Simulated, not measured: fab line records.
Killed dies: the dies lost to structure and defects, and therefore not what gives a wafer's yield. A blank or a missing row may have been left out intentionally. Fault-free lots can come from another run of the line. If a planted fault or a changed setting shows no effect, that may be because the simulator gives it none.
The tool behind it: which one? || flow nandHarc || Sampling: 6 lots, 18 wafers, 5 of 1159 route steps

== WHAT THE GAUGES READ, wafer by wafer ==
NHARC_END_SORT_01.
{"lot": "L485", "measured": "day 20 22:08", "on": "prober-02", "killedAtArray": "50 133 28"}

== WHAT TOOL EACH LOT RAN ON (gives the tool, then ch and the chambers of the sampled wafers, and finally the start) ==
{"lot": "L477", "NHARC_A_CONTACT_ETCH_124": "harCapEtch-01 ch 0,1, day 16 23:59", "NHARC_A_BONDPAD_PVD_17": "pvdSputter-01, day 18 18:38 or earlier", "NHARC_THIN_TSV_CMP_01": "cmp-03 ch 0,1,3, day 18 18:38", "NHARC_THIN_TSV_ETCH_36": "rieMetal-01 ch 0,1, day 19 02:20"}
{"lot": "L485", "NHARC_A_CONTACT_ETCH_124": "harCapEtch-03 ch 0,1, day 18 12:38", "NHARC_A_BONDPAD_PVD_17": "pvdSputter-03, day 20 04:36 or earlier", "NHARC_THIN_TSV_CMP_01": "cmp-01 ch 0,1,3, day 20 04:36", "NHARC_THIN_TSV_ETCH_36": "rieMetal-03 ch 0,1, day 20 12:25"}
{"lot": "L490", "NHARC_A_CONTACT_ETCH_124": "harCapEtch-01 ch 0,1, day 20 10:32", "NHARC_A_BONDPAD_PVD_17": "pvdSputter-02, day 22 21:43 or earlier", "NHARC_THIN_TSV_CMP_01": "cmp-02 ch 0,1,2, day 22 21:43", "NHARC_THIN_TSV_ETCH_36": "rieMetal-01 ch 0,1, day 23 05:38"}
{"lot": "L495", "NHARC_A_CONTACT_ETCH_124": "harCapEtch-02 ch 0, day 21 08:44", "NHARC_A_BONDPAD_PVD_17": "pvdSputter-02, day 23 08:09 or earlier", "NHARC_THIN_TSV_CMP_01": "cmp-02 ch 0,2, day 23 08:09", "NHARC_THIN_TSV_ETCH_36": "rieMetal-03 ch 0,1, day 23 15:55"}
{"lot": "L498", "NHARC_A_CONTACT_ETCH_124": "harCapEtch-01 ch 0,1, day 22 01:26", "NHARC_A_BONDPAD_PVD_17": "pvdSputter-02, day 23 17:58 or earlier", "NHARC_THIN_TSV_CMP_01": "cmp-01 ch 0,1,3, day 23 17:58", "NHARC_THIN_TSV_ETCH_36": "rieMetal-01 ch 0,1, day 24 01:37"}
{"lot": "L499", "NHARC_A_CONTACT_ETCH_124": "harCapEtch-03 ch 0,1, day 22 16:09", "NHARC_A_BONDPAD_PVD_17": "pvdSputter-02, day 24 09:02 or earlier", "NHARC_THIN_TSV_CMP_01": "cmp-01 ch 0,1,2, day 24 09:02", "NHARC_THIN_TSV_ETCH_36": "rieMetal-01 ch 0,1, day 24 16:50"}
- NHARC_A_CONTACT_ETCH_124: etches the open film in C4F8/O2/Ar, time 140 s, target depth 700 nm.
- NHARC_A_BONDPAD_PVD_17: deposits TaN, target thk 5 nm, time 8.06 s.
- NHARC_THIN_TSV_CMP_01: polishes.
- NHARC_THIN_TSV_ETCH_36: etches the open film in Cl2/BCl3, target depth 65 nm, time 18.571 s.

== THE ANSWER, worked out from the rows above alone ==
Rule: what is usual is taken from the lots themselves. Put in order of their means at a reading, lots are off if they are a third of the lots or fewer, leave a main group of 4 or more, and stand apart from it by a gap of 3 or more times the standard deviation of the main group's means; of several such gaps the widest counts. Not used: any main group whose means are identical at the precision the tables above print for the reading. A lot without any number at a reading at which 4 lots or more have one is off too. Where the step has rows for the other lots, those lots are counted as sound.
Across all readings shown, no lot is off: no conclusion can be drawn from this.

== WHAT WAS PUT IN BY THE SIMULATOR ==
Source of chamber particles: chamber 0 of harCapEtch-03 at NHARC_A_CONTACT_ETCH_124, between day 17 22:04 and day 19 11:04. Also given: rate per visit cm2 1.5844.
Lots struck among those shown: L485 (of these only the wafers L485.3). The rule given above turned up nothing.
